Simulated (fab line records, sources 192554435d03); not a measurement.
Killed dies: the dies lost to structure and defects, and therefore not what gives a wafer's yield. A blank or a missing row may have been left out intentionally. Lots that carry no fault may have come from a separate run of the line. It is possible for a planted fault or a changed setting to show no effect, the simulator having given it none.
Matching of chambers | flow n5-finfet | N5_BEOL_M7_STRIP_36 on rie-diel-03: 4 sister chambers
The step strips in N2/H2. 4 wafers are shown with their chamber, then 11 later ones without.

WAFERS WITH THEIR CHAMBER
wafer  | chamber | showerhead-plenum-p-Torr (Torr)
L081.1 | 0       | 2.48
L081.5 | 2       | 2.44
L081.6 | 1       | 2.64
L084.2 | 3       | 2.49

WAFERS WHOSE CHAMBER IS MISSING
wafer  | showerhead-plenum-p-Torr (Torr)
L084.3 | 2.48
L084.6 | 2.64
L094.1 | 2.47
L094.5 | 2.43
L094.6 | 2.49
L093.2 | 2.48
L093.4 | 2.63
L093.6 | 2.47
L095.2 | 2.43
L095.4 | 2.47
L095.6 | 2.43

THE CHAMBER EACH PASSED THROUGH
wafer  | from the rows above     | in truth
L084.3 | can't be placed: 0 or 3 | 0
L084.6 | 1                       | 1
L094.1 | can't be placed: 0 or 3 | 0
L094.5 | 2                       | 2
L094.6 | can't be placed: 3 or 0 | 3
L093.2 | can't be placed: 0 or 3 | 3
L093.4 | 1                       | 1
L093.6 | can't be placed: 0 or 3 | 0
L095.2 | 2                       | 2
L095.4 | can't be placed: 0 or 3 | 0
L095.6 | 2                       | 2
Placed correctly: 5 of 11. From these rows, 6 cannot be placed; in 6 the true chamber is one of the candidates. Wrongly placed: 0.
How it was worked out, from the rows above alone: a wafer's distance from a chamber is the root of the sum, over the readings, of the square of ((its reading less the chamber's mean) divided by the reading's scatter). If the next closest chamber is less than 2 further off than the closest, the wafer can't be placed; otherwise it belongs to the closest. A chamber's mean is the mean of its shown wafers. The scatter: root of mean squared gap, hidden wafer to nearest shown wafer, with one shown wafer a chamber.
